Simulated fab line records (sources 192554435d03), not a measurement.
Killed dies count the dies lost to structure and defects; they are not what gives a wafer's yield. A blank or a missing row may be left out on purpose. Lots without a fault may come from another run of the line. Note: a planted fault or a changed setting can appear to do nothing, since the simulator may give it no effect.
Lot-split experiment / flow n5_finfet / on a route of 1938 steps: 7 lots, 39 wafers read

== THE SPLIT ==
At N5_BEOL_M14_SPUTTER_43 (material TaN, target thk 15 nm, time 24.19 s), the setting target_thk_a was moved away from the recipe's 150 angstrom on 15 of the 39 wafers read, by -37.8% to +54.5%. This setting was run at the recipe's value on the other wafers.

== FROM THE SPLIT TO THE READING: what the file shows between them, 4 steps ==
- N5_BEOL_M14_SPUTTER_44: material Ta, target thk 15 nm, time 24.19 s
- N5_BEOL_M14_SPUTTER_45: material Cu, target thk 100 nm, time 16.67 s
- N5_BEOL_M14_ECD_47: material Cu, target thk 1248 nm
- N5_BEOL_M14_ANNEAL_48: time 90 s

== THE READING ==
barrier_field_endpoint_s, in s, at N5_BEOL_M14_CMP_49 (polishes, stops on SiO2, t overpolish 5.2 s, target thk 560 nm). Typical for fault-free wafers on this fab line: 11.45 s, with standard deviation 0.26 s.

wafer=L079.1; tool, chamber at the split=pvd_sputter-03, -; target_thk_a as run, angstrom=173.3; against the recipe=+15.5%; barrier_field_endpoint_s, s=12.41; against lot-mates on the recipe=+1.08
wafer=L079.2; tool, chamber at the split=pvd_sputter-03, -; target_thk_a as run, angstrom=150; against the recipe=recipe; barrier_field_endpoint_s, s=11.15; against lot-mates on the recipe=-
wafer=L079.4; tool, chamber at the split=pvd_sputter-03, -; target_thk_a as run, angstrom=150; against the recipe=recipe; barrier_field_endpoint_s, s=11.52; against lot-mates on the recipe=-
wafer=L079.3; tool, chamber at the split=pvd_sputter-03, -; target_thk_a as run, angstrom=150; against the recipe=recipe; barrier_field_endpoint_s, s=11.31; against lot-mates on the recipe=-
wafer=L079.5; tool, chamber at the split=pvd_sputter-03, -; target_thk_a as run, angstrom=173.3; against the recipe=+15.5%; barrier_field_endpoint_s, s=12.12; against lot-mates on the recipe=+0.79
wafer=L079.6; tool, chamber at the split=pvd_sputter-03, -; target_thk_a as run, angstrom=173.3; against the recipe=+15.5%; barrier_field_endpoint_s, s=11.94; against lot-mates on the recipe=+0.61
wafer=L083.4; tool, chamber at the split=pvd_sputter-03, -; target_thk_a as run, angstrom=186.3; against the recipe=+24.2%; barrier_field_endpoint_s, s=12.68; against lot-mates on the recipe=+1.02
wafer=L083.1; tool, chamber at the split=pvd_sputter-03, -; target_thk_a as run, angstrom=150; against the recipe=recipe; barrier_field_endpoint_s, s=11.71; against lot-mates on the recipe=-
wafer=L083.2; tool, chamber at the split=pvd_sputter-03, -; target_thk_a as run, angstrom=186.3; against the recipe=+24.2%; barrier_field_endpoint_s, s=12.72; against lot-mates on the recipe=+1.06
wafer=L083.3; tool, chamber at the split=pvd_sputter-03, -; target_thk_a as run, angstrom=150; against the recipe=recipe; barrier_field_endpoint_s, s=11.68; against lot-mates on the recipe=-
wafer=L083.5; tool, chamber at the split=pvd_sputter-03, -; target_thk_a as run, angstrom=150; against the recipe=recipe; barrier_field_endpoint_s, s=11.60; against lot-mates on the recipe=-
wafer=L083.6; tool, chamber at the split=pvd_sputter-03, -; target_thk_a as run, angstrom=186.3; against the recipe=+24.2%; barrier_field_endpoint_s, s=13.02; against lot-mates on the recipe=+1.36
wafer=L082.1; tool, chamber at the split=pvd_sputter-03, -; target_thk_a as run, angstrom=150; against the recipe=recipe; barrier_field_endpoint_s, s=11.07; against lot-mates on the recipe=-
wafer=L082.2; tool, chamber at the split=pvd_sputter-03, -; target_thk_a as run, angstrom=150; against the recipe=recipe; barrier_field_endpoint_s, s=11.35; against lot-mates on the recipe=-
wafer=L082.3; tool, chamber at the split=pvd_sputter-03, -; target_thk_a as run, angstrom=150; against the recipe=recipe; barrier_field_endpoint_s, s=11.23; against lot-mates on the recipe=-
wafer=L082.4; tool, chamber at the split=pvd_sputter-03, -; target_thk_a as run, angstrom=150; against the recipe=recipe; barrier_field_endpoint_s, s=11.22; against lot-mates on the recipe=-
wafer=L082.5; tool, chamber at the split=pvd_sputter-03, -; target_thk_a as run, angstrom=150; against the recipe=recipe; barrier_field_endpoint_s, s=11.37; against lot-mates on the recipe=-
wafer=L082.6; tool, chamber at the split=pvd_sputter-03, -; target_thk_a as run, angstrom=150; against the recipe=recipe; barrier_field_endpoint_s, s=11.23; against lot-mates on the recipe=-
wafer=L081.4; tool, chamber at the split=pvd_sputter-02, -; target_thk_a as run, angstrom=150; against the recipe=recipe; barrier_field_endpoint_s, s=11.57; against lot-mates on the recipe=-
wafer=L081.1; tool, chamber at the split=pvd_sputter-02, -; target_thk_a as run, angstrom=150; against the recipe=recipe; barrier_field_endpoint_s, s=11.31; against lot-mates on the recipe=-
wafer=L081.2; tool, chamber at the split=pvd_sputter-02, -; target_thk_a as run, angstrom=150; against the recipe=recipe; barrier_field_endpoint_s, s=11.45; against lot-mates on the recipe=-
wafer=L085.4; tool, chamber at the split=pvd_sputter-02, -; target_thk_a as run, angstrom=150; against the recipe=recipe; barrier_field_endpoint_s, s=11.29; against lot-mates on the recipe=-
wafer=L085.1; tool, chamber at the split=pvd_sputter-02, -; target_thk_a as run, angstrom=150; against the recipe=recipe; barrier_field_endpoint_s, s=11.04; against lot-mates on the recipe=-
wafer=L085.3; tool, chamber at the split=pvd_sputter-02, -; target_thk_a as run, angstrom=150; against the recipe=recipe; barrier_field_endpoint_s, s=12.06; against lot-mates on the recipe=-
wafer=L085.2; tool, chamber at the split=pvd_sputter-02, -; target_thk_a as run, angstrom=93.36; against the recipe=-37.8%; barrier_field_endpoint_s, s=9.39; against lot-mates on the recipe=-2.07
wafer=L085.5; tool, chamber at the split=pvd_sputter-02, -; target_thk_a as run, angstrom=93.36; against the recipe=-37.8%; barrier_field_endpoint_s, s=9.33; against lot-mates on the recipe=-2.13
wafer=L085.6; tool, chamber at the split=pvd_sputter-02, -; target_thk_a as run, angstrom=93.36; against the recipe=-37.8%; barrier_field_endpoint_s, s=9.26; against lot-mates on the recipe=-2.20
wafer=L091.2; tool, chamber at the split=pvd_sputter-03, -; target_thk_a as run, angstrom=150; against the recipe=recipe; barrier_field_endpoint_s, s=11.38; against lot-mates on the recipe=-
wafer=L091.3; tool, chamber at the split=pvd_sputter-03, -; target_thk_a as run, angstrom=176.4; against the recipe=+17.6%; barrier_field_endpoint_s, s=12.13; against lot-mates on the recipe=+0.95
wafer=L091.4; tool, chamber at the split=pvd_sputter-03, -; target_thk_a as run, angstrom=176.4; against the recipe=+17.6%; barrier_field_endpoint_s, s=12.32; against lot-mates on the recipe=+1.14
wafer=L091.1; tool, chamber at the split=pvd_sputter-03, -; target_thk_a as run, angstrom=176.4; against the recipe=+17.6%; barrier_field_endpoint_s, s=11.79; against lot-mates on the recipe=+0.61
wafer=L091.6; tool, chamber at the split=pvd_sputter-03, -; target_thk_a as run, angstrom=150; against the recipe=recipe; barrier_field_endpoint_s, s=10.99; against lot-mates on the recipe=-
wafer=L091.5; tool, chamber at the split=pvd_sputter-03, -; target_thk_a as run, angstrom=150; against the recipe=recipe; barrier_field_endpoint_s, s=11.18; against lot-mates on the recipe=-
wafer=L095.1; tool, chamber at the split=pvd_sputter-01, -; target_thk_a as run, angstrom=231.8; against the recipe=+54.5%; barrier_field_endpoint_s, s=14.95; against lot-mates on the recipe=+3.17
wafer=L095.2; tool, chamber at the split=pvd_sputter-01, -; target_thk_a as run, angstrom=231.8; against the recipe=+54.5%; barrier_field_endpoint_s, s=15.24; against lot-mates on the recipe=+3.46
wafer=L095.4; tool, chamber at the split=pvd_sputter-01, -; target_thk_a as run, angstrom=150; against the recipe=recipe; barrier_field_endpoint_s, s=11.84; against lot-mates on the recipe=-
wafer=L095.3; tool, chamber at the split=pvd_sputter-01, -; target_thk_a as run, angstrom=231.8; against the recipe=+54.5%; barrier_field_endpoint_s, s=15.20; against lot-mates on the recipe=+3.42
wafer=L095.5; tool, chamber at the split=pvd_sputter-01, -; target_thk_a as run, angstrom=150; against the recipe=recipe; barrier_field_endpoint_s, s=11.77; against lot-mates on the recipe=-
wafer=L095.6; tool, chamber at the split=pvd_sputter-01, -; target_thk_a as run, angstrom=150; against the recipe=recipe; barrier_field_endpoint_s, s=11.74; against lot-mates on the recipe=-

FIT RESULTS
A straight line over all 39 wafers: barrier_field_endpoint_s changes by +0.0612 s for each +1% of target_thk_a; r = +0.97; the points scatter about the line by 0.3 s.
The same after taking each lot's own level away (the mean of its wafers on the recipe; 39 wafers): +0.0579 s for each +1%; r = +0.99; scatter 0.21 s.
Per that fit: largest target_thk_a move, reading shift of 3.2 s.
From 11.183 to 11.783 s: that is the span of the lots' own levels, equal to 2.3 times the standard deviation above.
Hence the lot-to-lot level has little effect on the slope; both slopes agree.
Check: for one of the wafers moved furthest among these (+54.5%), held out of the fit, the line's prediction against its lot-mates is +3.14 s. It came out at +3.17 s against them.

== OTHER SPLITS ON THESE WAFERS ==
Before the reading, these wafers also passed through other splits. Each is held against what the fit with the lots' levels taken away leaves over:
other split on the same wafers=N5_BEOL_M8_TRENCH_ETCH_37 time_s; wafers away from the commonest value=12; r with barrier_field_endpoint_s (lot level and that fit taken away)=-0.08
other split on the same wafers=N5_BEOL_M9_DESCUM_16 time_s; wafers away from the commonest value=15; r with barrier_field_endpoint_s (lot level and that fit taken away)=-0.08

== THE WHOLE CHAIN: every reading that the file lists as answering this split, in the file's order ==
step=N5_BEOL_M14_SPUTTER_43; what it does=material TaN, target thk 15 nm, time 24.19 s; reading=TaN_of_BEOL_M14_SPUTTER_43.thk_nm (the simulator's own value, which no gauge read); change (the file's fit)=+0.151 nm for each +1% of the setting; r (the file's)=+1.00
step=N5_BEOL_M14_CMP_49; what it does=polishes, stops on SiO2, t overpolish 5.2 s, target thk 560 nm; reading=barrier_field_endpoint_s; change (the file's fit)=+0.0577 s for each +1% of the setting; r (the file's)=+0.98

== THE FILE'S OWN FIT ==
barrier_field_endpoint_s changes by +0.0577 s for each +1% of target_thk_a, r = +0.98.
